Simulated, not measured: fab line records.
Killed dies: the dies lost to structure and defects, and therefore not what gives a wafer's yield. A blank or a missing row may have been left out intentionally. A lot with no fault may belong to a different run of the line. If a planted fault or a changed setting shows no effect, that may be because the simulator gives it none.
A lot that was struck, set against a sound lot | flow nand-harc | 29 out of 1159 route steps
Sound: wafers L559.3, L559.4, L559.5. Wafers struck: L578.1, L578.3, L578.4. Last of all comes the cause.
Each step with rows lists, per side, the tool, then ch with its chambers, then its first start. Under that, the readings that differ: sound wafers | struck wafers | difference of the means | sigmas: that difference in standard deviations of wafers without a fault.
alike: readings whose means differ by less than 2 such deviations, and words and numbers that are the same on both sides. not compared: withheld readings, readings that some wafer has no value for, bounds like >300 that may hide the same value, and numbers for which the record gives no deviation and whose values overlap.
A row with sigmas, a row that says differs or no value, or rows on one side alone: a step with any of these is where the two part. Non-overlapping numbers with no deviation appear without sigmas and do not part them. Lack of a reading on every wafer of one side parts them only where that side has two or more wafers.

NHARC_A_CONTACT_ETCH_131: etches the open film in C4F8/O2/Ar, time 155 s, target depth 956 nm.
  sound on har-cap-etch-02 ch 0,1, day 17 00:14; struck on har-cap-etch-02 ch 0,1, day 22 03:08
  not compared: rf-hours-counter-h
NHARC_A_CONTACT_ETCH_132: etches the open film in C4F8/O2/Ar, time 156 s, target depth 958 nm.
  sound on har-cap-etch-02 ch 0,1, day 17 00:23; struck on har-cap-etch-02 ch 0,1, day 22 03:16
  not compared: rf-hours-counter-h
then, 1 step without rows for these wafers: NHARC_A_CONTACT_ETCH_133 (etches the open film in C4F8/O2/Ar, time 195 s, target depth 840 nm).
NHARC_A_CONTACT_ETCH_91: etches the open film in CH3F/O2, target depth 40 nm, time 85.7 s.
  sound on rie-diel-07 ch 0,2,3, day 17 01:03; struck on rie-diel-07 ch 0,1,2, day 22 03:57
  alike: drypump-motor-current-A, oes-product-au, rf-vpp-V, showerhead-plenum-p-Torr, throttle-valve-pct
  not compared: rf-hours-counter-h
then, 1 step without rows for these wafers: NHARC_A_CONTACT_ETCH_97 (etches the open film in C4F6/O2, target depth 20 nm, time 10 s).
NHARC_A_CONTACT_CD_MEAS_80:
  sound on cd-sem-02, day 17 01:16; struck on cd-sem-03, day 22 04:10
  alike: cd-nm
then, 4 steps without rows for these wafers: NHARC_A_CONTACT_STRIP_103 (strips in N2/H2); NHARC_A_CONTACT_STRIP_104 (strips in CF4/CHF3); NHARC_A_CONTACT_STRIP_105 (strips in O2/COS); NHARC_A_CONTACT_ETCH_106 (etches the open film in CF4/O2, target depth 60 nm, overetch 6 nm, time 33 s).
NHARC_A_CONTACT_STRIP_82: strips in O2.
  sound on rie-diel-07 ch 1,2,3; struck on rie-diel-07 ch 0,1,2
  alike: drypump-motor-current-A, oes-product-au, rf-vpp-V, showerhead-plenum-p-Torr, throttle-valve-pct
  not compared: rf-hours-counter-h
then, 1 step without rows for these wafers: NHARC_A_CONTACT_STRIP_83 (strips in post etch residue remover, time 600 s).
NHARC_A_CONTACT_DEP_84: deposits aC, target thk 2000 nm.
  sound on acl-dep-01 ch 0, day 17 03:11; struck on acl-dep-01 ch 0, day 22 05:07
  alike: throttle-valve-pct
then, 11 steps without rows for these wafers: NHARC_A_CONTACT_DEP_85 (deposits SiON, target thk 50 nm); NHARC_A_CONTACT_DEHYDRATE_00 (time 120 s); NHARC_A_CONTACT_HMDS_01 (time 30 s); NHARC_A_CONTACT_COAT_86 (time 75 s); NHARC_A_CONTACT_COAT_87 (time 65 s); NHARC_A_CONTACT_COAT_02 (resist thk 90 nm); NHARC_A_CONTACT_SOFTBAKE_03 (time 55 s); NHARC_A_CONTACT_EBR_04; NHARC_A_CONTACT_EXPOSE_05 (exposes mask A CC); NHARC_A_CONTACT_PEB_06 (peb time 65 s); NHARC_A_CONTACT_DEVELOP_07 (develop time 35 s).
NHARC_A_CONTACT_CD_MEAS_08 targets a cd of 100 nm.
  sound on cd-sem-01 ch 0, day 17 04:39; struck on cd-sem-03 ch 0, day 22 07:05
  alike: cd-nm
NHARC_A_CONTACT_OVL_MEAS_09:
  sound on overlay-02, day 17 04:44; struck on overlay-02, day 22 07:10
  reading           | sound        | struck         | difference | sigmas
  overlay-x-nm (nm) | 0.1 0.3 0.5  | -1.4 -1.3 -1.9 | -1.8       | -3
  overlay-y-nm (nm) | 0.1 -0.1 0.4 | -1.3 -1.0 -1.5 | -1.4       | -2
NHARC_A_CONTACT_INSPECT_10:
  sound on defect-inspect-01, day 17 04:46; struck on defect-inspect-01, day 22 07:13
  reading          | sound    | struck      | difference | sigmas
  raw-defect-count | 17 12 20 | 474 512 521 | +486       | +35
NHARC_A_CONTACT_DESCUM_13: chemistry O2, time 3 s.
  sound on rie-diel-07 ch 2,3, day 17 04:53; struck on rie-diel-07 ch 0,1,2, day 22 07:16
  alike: drypump-motor-current-A, oes-product-au, rf-vpp-V, showerhead-plenum-p-Torr, throttle-valve-pct
  not compared: rf-hours-counter-h
-- jump in the record: it breaks off in module A_CONTACT and resumes in module END (first step shown: number 1159 of the route), and 2 days separate the struck wafers' starts before and after --
NHARC_END_SORT_01:
  sound on prober-02 ch 0, day 19 14:28; struck on prober-01 ch 0, day 24 15:34
  reading         | sound    | struck   | difference | sigmas
  killed-at-array | 19 14 20 | 67 67 65 | +49        | +4
  killed-dies     | 22 18 23 | 72 71 71 | +50        | +5
  alike: killed-at-other, killed-at-periphery, killed-open, killed-short

== WHERE THEY PART ==
At NHARC_A_CONTACT_OVL_MEAS_09 first; at NHARC_END_SORT_01 last (within this record only).

WHY: the cause the simulator had injected
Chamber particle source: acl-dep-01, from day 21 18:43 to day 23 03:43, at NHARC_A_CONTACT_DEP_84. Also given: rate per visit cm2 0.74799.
